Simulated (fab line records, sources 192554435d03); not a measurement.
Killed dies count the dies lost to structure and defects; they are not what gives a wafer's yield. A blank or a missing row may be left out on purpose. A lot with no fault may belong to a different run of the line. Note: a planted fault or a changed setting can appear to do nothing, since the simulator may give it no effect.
fab line records ; flow n5Finfet
record: lots: 11; wafers: 30; lastDay: 20
route steps=1938 shown BEOL_M0@723 BEOL_M4@1111 PASSIVATION@1936
lots that met no fault: taken from a fault-free run of the same line
startH: hours from the record's first day to the start of the lot's first wafer shown ; waitH: hours elapsed since this lot's preceding step ; " as in the row above ; L1.1+2: a row that stands for several wafers ; - either no value or no given start ; * or withheld: withheld ; < > ~ a bound
route shown NAME@n: names a module that has steps shown in the file, with the first one's number in the route ; usual: mean/standard deviation taken from wafers without a fault ; same: alike in all rows ; chamber/n: place in a boat ; sites: each site's reading ; _std_site: how widely they spread, as a standard deviation ; _edge_site: mean of outer sites minus mean of inner sites ; radiusMm: for every site, how far away it sits from the centre of the wafer ; mask NAME#n: copy n ; behind: the last tool/chamber to shape the wafer ; hold: why the lot was held/for how many hours/how that ended ; device: whichever transistor did not switch (one of n, p or np) ; end of line: tests run on the same wafers once the route is complete ; for a step that has no rows: nothing shown but its recipe ; killed: dies that structure and defects cost at the first sort, which is not the same as the wafer's yield ; map: dies across one wafer; x = killed, . = not, _ = none there
set.NAME: setting as actually run; set.NAME@STEP: the setting as run at that earlier step ; model.NAME: the simulator's own value behind a step, which no gauge read
one table for each step of the route and one row for each wafer, over a sample of lots
services: a tool's chamber out of use, with start hour (startH, from the record's first day; less than 0 if before it), hours out, and reason
== steps ==
step: N5_BEOL_M0_OCD_MEAS_108
usual: trenchDepthNm: 32.9/0.87
lot.wafer;tool;chamber;startH;waitH;trenchDepthNm
L318.2;ocd-02;-;119.46;0.1;33.5
L318.3;ocd-02;-;119.46;0.1;33.3
L318.5;ocd-02;-;119.46;0.1;31.9
L319.3;ocd-02;-;121.61;0.1;32.7
L319.5;ocd-02;-;121.61;0.1;32.0
L319.6;ocd-02;-;121.61;0.1;33.5
L320.4;ocd-02;-;128.64;0.1;31.7
L320.5;ocd-02;-;128.64;0.1;31.6
L321.1;ocd-01;-;138.06;0.1;33.4
L321.4;ocd-01;-;138.06;0.1;32.3
L321.5;ocd-01;-;138.06;0.1;33.4
L322.1;ocd-01;-;138.66;0.1;33.3
L322.3;ocd-01;-;138.66;0.1;32.8
L322.6;ocd-01;-;138.66;0.1;31.8
L325.2;ocd-02;-;164.37;0.1;31.5
L325.3;ocd-02;-;164.37;0.1;32.8
L325.4;ocd-02;-;164.37;0.1;33.9
L330.1;ocd-02;-;187.94;0.1;32.2
L330.2;ocd-02;-;187.94;0.1;32.2
L334.1;ocd-01;-;212.85;0.1;33.5
L334.3;ocd-01;-;212.85;0.1;33.1
L334.5;ocd-01;-;212.85;0.1;34.3
L336.1;ocd-02;-;223.39;0.1;35.1
L336.3;ocd-02;-;223.39;0.1;32.6
L336.5;ocd-02;-;223.39;0.1;35.1
L337.3;ocd-01;-;232.88;0.1;32.6
L337.6;ocd-01;-;232.88;0.1;33.3
L340.2;ocd-02;-;254.33;0.1;32.1
L340.3;ocd-02;-;254.33;0.1;32.2
L340.4;ocd-02;-;254.33;0.1;33.3
step: N5_BEOL_M0_PRE_CLEAN_113
recipe: gas: H2/He; timeS: 30; tempC: 250
usual: heaterPowerW: 328/23
lot.wafer;tool;chamber;startH;waitH;heaterPowerW
L318.2;pvdSputter-03;-;120.32;0.0;324
L318.3;pvdSputter-03;-;120.32;0.0;360
L318.5;pvdSputter-03;-;120.32;0.0;314
L319.3;pvdSputter-01;-;122.13;0.0;342
L319.5;pvdSputter-01;-;122.13;0.0;307
L319.6;pvdSputter-01;-;122.13;0.0;359
L320.4;pvdSputter-03;-;129.13;0.0;328
L320.5;pvdSputter-03;-;129.13;0.0;328
L321.1;pvdSputter-01;-;138.68;0.0;340
L321.4;pvdSputter-01;-;138.68;0.0;342
L321.5;pvdSputter-01;-;138.68;0.0;306
L322.1;pvdSputter-03;-;139.76;0.0;355
L322.3;pvdSputter-03;-;139.76;0.0;308
L322.6;pvdSputter-03;-;139.76;0.0;332
L325.2;pvdSputter-01;-;166.55;0.0;305
L325.3;pvdSputter-01;-;166.55;0.0;340
L325.4;pvdSputter-01;-;166.55;0.0;337
L330.1;pvdSputter-01;-;188.81;0.0;342
L330.2;pvdSputter-01;-;188.81;0.0;306
L334.1;pvdSputter-01;-;213.59;0.0;368
L334.3;pvdSputter-01;-;213.59;0.0;335
L334.5;pvdSputter-01;-;213.59;0.0;345
L336.1;pvdSputter-01;-;223.94;0.0;367
L336.3;pvdSputter-01;-;223.94;0.0;339
L336.5;pvdSputter-01;-;223.94;0.0;343
L337.3;pvdSputter-02;-;233.43;0.0;352
L337.6;pvdSputter-02;-;233.43;0.0;311
L340.2;pvdSputter-01;-;255.13;0.0;333
L340.3;pvdSputter-01;-;255.13;0.0;341
L340.4;pvdSputter-01;-;255.13;0.0;304
step: N5_BEOL_M0_CVD_115
recipe: material: Co; targetThkA: *; tempC: withheld; precursor: CCTBA/H2; pressureTorr: 30; timeS: 120
usual: runLengthS: 142.6/0.52
lot.wafer;tool;chamber;startH;waitH;runLengthS;sinceWetCleanH
L318.2;cvdCo-02;2;121.36;0.5;142.9;203
L318.3;cvdCo-02;0;121.36;0.5;142.3;663
L318.5;cvdCo-02;0;121.36;0.5;142.0;-
L319.3;cvdCo-02;0;122.80;0.3;142.6;664
L319.5;cvdCo-02;1;122.80;0.3;142.9;-
L319.6;cvdCo-02;2;122.80;0.3;143.0;-
L320.4;cvdCo-01;2;129.88;0.2;141.8;-
L320.5;cvdCo-01;2;129.88;0.2;141.8;-
L321.1;cvdCo-02;2;139.17;0.1;142.7;221
L321.4;cvdCo-02;1;139.17;0.1;142.5;-
L321.5;cvdCo-02;2;139.17;0.1;143.2;-
L322.1;cvdCo-01;0;140.14;0.1;142.4;900
L322.3;cvdCo-01;0;140.14;0.1;142.7;-
L322.6;cvdCo-01;0;140.14;0.1;142.5;-
L325.2;cvdCo-02;2;167.05;0.2;143.3;249
L325.3;cvdCo-02;0;167.05;0.2;142.0;-
L325.4;cvdCo-02;2;167.05;0.2;143.1;-
L330.1;cvdCo-02;2;189.23;0.1;248.0;271
L330.2;cvdCo-02;1;189.23;0.1;143.1;1168
L334.1;cvdCo-01;0;214.25;0.3;142.6;974
L334.3;cvdCo-01;2;214.25;0.3;142.2;515
L334.5;cvdCo-01;1;214.25;0.3;142.8;-
L336.1;cvdCo-01;0;224.36;0.1;143.0;984
L336.3;cvdCo-01;1;224.36;0.1;143.1;77
L336.5;cvdCo-01;2;224.36;0.1;141.7;-
L337.3;cvdCo-01;2;234.01;0.3;141.5;535
L337.6;cvdCo-01;1;234.01;0.3;142.9;-
L340.2;cvdCo-01;2;255.69;0.1;142.5;556
L340.3;cvdCo-01;0;255.69;0.1;142.5;1016
L340.4;cvdCo-01;1;255.69;0.1;142.8;-
step: N5_BEOL_M0_ANNEAL_135
recipe: tempC: 400; timeS: 60; ambient: vacuum
usual: heaterPowerW: 822/55
lot.wafer;tool;chamber;startH;waitH;heaterPowerW
L318.2;pvdSputter-03;-;121.82;0.0;814
L318.3;pvdSputter-03;-;121.82;0.0;923
L318.5;pvdSputter-03;-;121.82;0.0;831
L319.3;pvdSputter-03;-;124.42;0.0;800
L319.5;pvdSputter-03;-;124.42;0.0;936
L319.6;pvdSputter-03;-;124.42;0.0;812
L320.4;pvdSputter-03;-;130.53;0.0;834
L320.5;pvdSputter-03;-;130.53;0.0;808
L321.1;pvdSputter-01;-;139.70;0.0;906
L321.4;pvdSputter-01;-;139.70;0.0;857
L321.5;pvdSputter-01;-;139.70;0.0;847
L322.1;pvdSputter-03;-;140.60;0.0;889
L322.3;pvdSputter-03;-;140.60;0.0;799
L322.6;pvdSputter-03;-;140.60;0.0;826
L325.2;pvdSputter-01;-;167.57;0.0;826
L325.3;pvdSputter-01;-;167.57;0.0;836
L325.4;pvdSputter-01;-;167.57;0.0;846
L330.1;pvdSputter-03;-;189.68;0.0;786
L330.2;pvdSputter-03;-;189.68;0.0;835
L334.1;pvdSputter-02;-;214.76;0.0;845
L334.3;pvdSputter-02;-;214.76;0.0;815
L334.5;pvdSputter-02;-;214.76;0.0;864
L336.1;pvdSputter-02;-;224.83;0.0;866
L336.3;pvdSputter-02;-;224.83;0.0;778
L336.5;pvdSputter-02;-;224.83;0.0;859
L337.3;pvdSputter-03;-;235.90;0.0;876
L337.6;pvdSputter-03;-;235.90;0.0;904
L340.2;pvdSputter-03;-;256.27;0.0;756
L340.3;pvdSputter-03;-;256.27;0.0;805
L340.4;pvdSputter-03;-;256.27;0.0;856
step: N5_BEOL_M4_RC_MEAS_101
usual: DIBL_N: 36.5/2.1; DIBL_P: 36.6/2.6; IOFF_N: 0.17/0.044; IOFF_P: 0.21/0.048; ION_N: 674/17; ION_P: 462/9.5; SS_N: 71.6/0.77; SS_P: 73.5/0.72; VT_N: 250/4.2; VT_P: -250/3.9
lot.wafer;tool;chamber;startH;waitH;DIBL_N[mV/V];DIBL_P[mV/V];IOFF_N[nA/um];IOFF_P[nA/um];ION_N[uA/um];ION_P[uA/um];SS_N[mV/dec];SS_P[mV/dec];VT_N[mV];VT_P[mV]
L318.2;prober-02;0;194.37;0.2;36.8;36.2;0.19;0.25;686;468;71.4;74.0;246;-245
L318.3;prober-02;0;194.37;0.2;34.5;33.7;0.15;0.22;673;466;71.3;73.4;252;-247
L318.5;prober-02;0;194.37;0.2;35.9;34.8;0.18;0.22;683;469;71.5;73.4;245;-249
L319.3;prober-02;0;217.95;0.3;33.3;32.4;0.09;0.16;644;452;70.7;71.9;259;-254
L319.5;prober-02;0;217.95;0.3;38.8;39.3;0.19;0.26;676;469;71.5;74.8;250;-247
L319.6;prober-02;0;217.95;0.3;31.5;30.2;0.08;0.13;636;452;70.1;72.3;262;-256
L322.1;prober-01;0;222.07;0.0;41.7;40.4;0.31;0.35;707;476;73.8;74.9;241;-242
L322.3;prober-01;0;222.07;0.0;34.2;32.3;0.13;0.19;678;467;70.7;72.7;251;-250
L322.6;prober-01;0;222.07;0.0;40.5;40.5;0.29;0.34;703;475;72.2;74.8;241;-243
L320.4;prober-02;0;224.41;0.5;34.9;33.9;0.13;0.17;671;460;70.6;73.4;255;-254
L320.5;prober-02;0;224.41;0.5;37.0;37.6;0.17;0.22;684;468;71.1;74.7;248;-252
L321.1;prober-02;0;227.58;0.0;37.2;37.7;0.14;0.20;667;462;71.1;73.0;253;-253
L321.4;prober-02;0;227.58;0.0;40.6;42.3;0.24;0.28;706;478;72.4;74.4;241;-245
L321.5;prober-02;0;227.58;0.0;39.5;40.8;0.20;0.25;685;465;72.2;74.3;248;-247
L325.2;prober-02;0;257.03;0.2;35.0;34.2;0.13;0.15;644;440;71.1;72.1;253;-258
L325.3;prober-02;0;257.03;0.2;42.0;43.0;0.28;0.29;704;470;73.0;74.2;241;-251
L325.4;prober-02;0;257.03;0.2;34.9;33.9;0.13;0.16;676;457;71.1;73.0;249;-253
L330.1;prober-02;0;299.86;0.0;37.1;37.3;0.15;0.19;649;446;71.8;73.7;250;-255
L330.2;prober-02;0;299.86;0.0;37.6;39.6;0.18;0.24;667;456;72.1;74.0;250;-249
L337.3;prober-01;0;317.52;0.3;36.3;36.1;0.14;0.17;664;456;72.5;73.6;254;-256
L337.6;prober-01;0;317.52;0.3;35.6;35.6;0.12;0.15;648;443;71.6;73.0;254;-259
L334.1;prober-01;0;320.73;0.6;35.4;36.2;0.16;0.21;656;459;71.1;74.2;251;-250
L334.3;prober-01;0;320.73;0.6;36.4;38.3;0.19;0.23;682;465;71.7;74.2;247;-251
L334.5;prober-01;0;320.73;0.6;34.7;35.6;0.14;0.19;649;455;71.7;73.3;253;-250
L336.1;prober-01;0;323.65;0.0;36.8;35.2;0.14;0.17;642;446;71.7;73.2;255;-254
L336.3;prober-01;0;323.65;0.0;39.7;40.8;0.23;0.27;699;477;72.2;73.9;247;-245
L336.5;prober-01;0;323.65;0.0;41.3;41.4;0.27;0.28;686;459;73.6;74.2;246;-251
L340.2;prober-02;0;339.48;0.2;34.4;33.6;0.13;0.17;667;457;70.5;72.3;250;-251
L340.3;prober-02;0;339.48;0.2;36.6;36.6;0.17;0.22;691;472;71.7;73.8;249;-248
L340.4;prober-02;0;339.48;0.2;37.4;37.9;0.18;0.24;679;468;71.6;73.5;250;-246
step: N5_PASSIVATION_PROBE_49
usual: defectLimitedYield: 91.2/1.5; killed_at_M0_to_M3: 36/10; killed_at_M4_up: 14/5.2; killedAtContacts: 12/6; killedAtFrontEnd: 37/10; killedAtOther: 4/3.3; killedDies: 104/18; killedOpen: 68/14; killedShort: 34/7.4; sort_bin_4_leakage: 0.01/0.04; sort_bin_5_function: 5.2/1; sort_bin_6_memory: 3.3/0.7; sort_bin_8_speed: 0.01/0.045; sortNPass: 1076/18; sortYieldPct: 91.2/1.5
same: grossDies: 1180; killedAtBackSide: 0
lot.wafer;tool;chamber;startH;waitH;defectLimitedYield[%];killed_at_M0_to_M3;killed_at_M4_up;killedAtContacts;killedAtFrontEnd;killedAtOther;killedDies;killedOpen;killedShort;sort_bin_4_leakage[%];sort_bin_5_function[%];sort_bin_6_memory[%];sort_bin_8_speed[%];sortNPass;sortYieldPct[%]
L330.1;prober-02;-;419.59;0.0;91.0;40;9;15;41;1;106;65;39;0;5.1;3.6;0;1074;91.0
killed by level:class
L330.1 BEOL_M0_SAQP:geometricParticle:short=13 FIN_SAQP:geometricParticle:open=10 MOL_CONTACT_COAG:geometricParticle:open=10 BEOL_M0_SAQP:geometricParticle:open=8 FIN_SAQP:geometricParticle:short=5 MOL_CONTACT_COAG:geometricParticle:short=5 BEOL_M2:geometricParticle:open=5 BEOL_M3:geometricParticle:open=5
== services ==
tool;chamber;startH;hours;kind
pvdSputter-03;-;99.50;1.7;repair
cvdCo-01;-;104.19;0.8;repair
cvdCo-01;1;112.21;11.6;repair
cvdCo-01;-;118.75;6.9;pm
cvdCo-01;1;125.65;-;clean
cvdCo-01;1;125.65;22.0;scheduledDown
cvdCo-01;1;125.65;22.0;ventCycle
pvdSputter-01;-;155.50;4.5;repair
cvdCo-02;1;164.16;4.1;repair
pvdSputter-01;-;219.23;4.0;repair
cvdCo-02;2;240.71;4.8;repair
cvdCo-01;0;243.52;11.4;repair
== key ==
firstSign: step: N5_BEOL_M0_CVD_115; reading: runLengthS; direction: up; sigmas: 99+; usual: *; struck: *
effect none on later readings
metAt N5_BEOL_M0_CVD_115
struckLots L330
struckWafers L330.1
notActingAt N5_BEOL_M0_OCD_MEAS_108,N5_BEOL_M0_PRE_CLEAN_113,N5_BEOL_M0_ANNEAL_135
onsetBetween 167.05 189.23
fault: kind: processParameterDrift; tool: cvdCo-02; chamber: -; onsetH: 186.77; steps: N5_BEOL_M0_CVD_115; channel: timeS; offset: *; shape: step; endH: 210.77; scope: struckWafersOnly; actsIn: *; stated: *
